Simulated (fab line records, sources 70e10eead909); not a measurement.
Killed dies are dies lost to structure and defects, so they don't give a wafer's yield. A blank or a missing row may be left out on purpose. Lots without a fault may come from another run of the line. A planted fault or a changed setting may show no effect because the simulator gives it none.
A struck lot beside a sound one | flow nand_harc | 14 steps out of a route of 1159
Sound: wafers L803.2, L803.3, L803.4. Struck: wafer L814.5. (L814.1 of the same lot was not struck and is left out.) The cause comes at the end.
At each step with rows: each side's tool, then ch and its chambers, then its first start. Under that, the readings that differ: sound wafers | struck wafers | difference of the means | sigmas: that difference in standard deviations of wafers without a fault.
alike: readings whose means differ by less than 2 such deviations, and words and numbers that are the same on both sides. not compared: withheld readings, readings that some wafer has no value for, bounds like >300 that may hide the same value, and numbers for which the record gives no deviation and whose values overlap.
The two part at a step that has a row with sigmas, a row that says differs or no value, or rows on one side only. Numbers that don't overlap but have no deviation are shown without sigmas and don't part them. A reading that every wafer of one side lacks parts them only if that side has two wafers or more.

first, 7 steps without rows for these wafers: NHARC_A_STAIRCASE_COAT_178; NHARC_A_STAIRCASE_SOFTBAKE_179 (time 170 s); NHARC_A_STAIRCASE_EBR_180; NHARC_A_STAIRCASE_EXPOSE_181 (exposes mask STAIR 2); NHARC_A_STAIRCASE_PEB_182 (peb time 130 s); NHARC_A_STAIRCASE_DEVELOP_183 (time 140 s); NHARC_A_STAIRCASE_HARDBAKE_185 (time 140 s).
NHARC_A_STAIRCASE_DESCUM_186: chemistry O2, time 3 s.
  sound on rie_diel-07 ch 0,2, day 13 06:44; struck on rie_diel-07 ch 0, day 15 19:44
  alike: drypump_motor_current_A, oes_product_au, rf_vpp_V, showerhead_plenum_p_Torr, throttle_valve_pct
  not compared: rf_hours_counter_h
NHARC_A_STAIRCASE_TRIM_187: chemistry O2, time 211.2 s.
  sound on rie_diel-07 ch 0,2, day 13 06:55; struck on rie_diel-07 ch 0, day 15 19:48
  alike: drypump_motor_current_A, oes_product_au, rf_vpp_V, showerhead_plenum_p_Torr, throttle_valve_pct
  not compared: rf_hours_counter_h
NHARC_A_STAIRCASE_ETCH_188: etches the open film in C4F8/O2, target depth 100 nm, time 40.5 s.
  sound on rie_diel-07 ch 0,2; struck on rie_diel-07 ch 2
  alike: oes_product_au, rf_fwd_power_W, rf_vpp_V, run_length_s
  not compared: rf_hours_counter_h
NHARC_A_STAIRCASE_TRIM_189: chemistry O2, time 211.2 s.
  sound on rie_diel-07 ch 0,2,3; struck on rie_diel-07 ch 2
  alike: drypump_motor_current_A, oes_product_au, rf_vpp_V, showerhead_plenum_p_Torr, throttle_valve_pct
  not compared: rf_hours_counter_h
NHARC_A_STAIRCASE_ETCH_190: etches the open film in C4F8/O2, target depth 100 nm, time 40.5 s.
  sound on rie_diel-07 ch 0,3, day 13 07:28; struck on rie_diel-07 ch 0, day 15 21:40
  reading          | sound          | struck | difference | sigmas
  run_length_s (s) | 61.4 61.9 61.8 | 70.8   | +9.1       | +25
  alike: oes_product_au, rf_fwd_power_W, rf_vpp_V
  not compared: rf_hours_counter_h
NHARC_A_STAIRCASE_TRIM_191: chemistry O2, time 211.2 s.
  sound on rie_diel-07 ch 0,2,3; struck on rie_diel-07 ch 1
  reading      | sound          | struck | difference | sigmas
  rf_vpp_V (V) | 58.2 58.9 57.6 | 55.9   | -2.3       | -2
  alike: drypump_motor_current_A, oes_product_au, showerhead_plenum_p_Torr, throttle_valve_pct
  not compared: rf_hours_counter_h
-- the record jumps here: 8 days lie between the struck wafers' starts before and after (it left off in module A_STAIRCASE and takes up again in module END, whose first step shown is number 1159 of the route) --
NHARC_END_SORT_01:
  sound on prober-02 ch 0, day 21 17:14; struck on prober-02 ch 0, day 24 08:46
  reading         | sound    | struck | difference | sigmas
  killed_at_array | 25 19 27 | 337    | +313       | +26
  killed_dies     | 27 21 30 | 343    | +317       | +29
  killed_short    | 0 2 0    | 8      | +7         | +5
  alike: killed_at_other, killed_at_periphery, killed_open

WHERE THEY PART
First at NHARC_A_STAIRCASE_ETCH_190; last, within this record, at NHARC_END_SORT_01.

WHY: what the simulator had put in
Process parameter drift: rie_diel-07, from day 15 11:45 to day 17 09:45, at NHARC_A_STAIRCASE_ETCH_190. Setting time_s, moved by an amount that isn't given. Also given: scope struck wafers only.
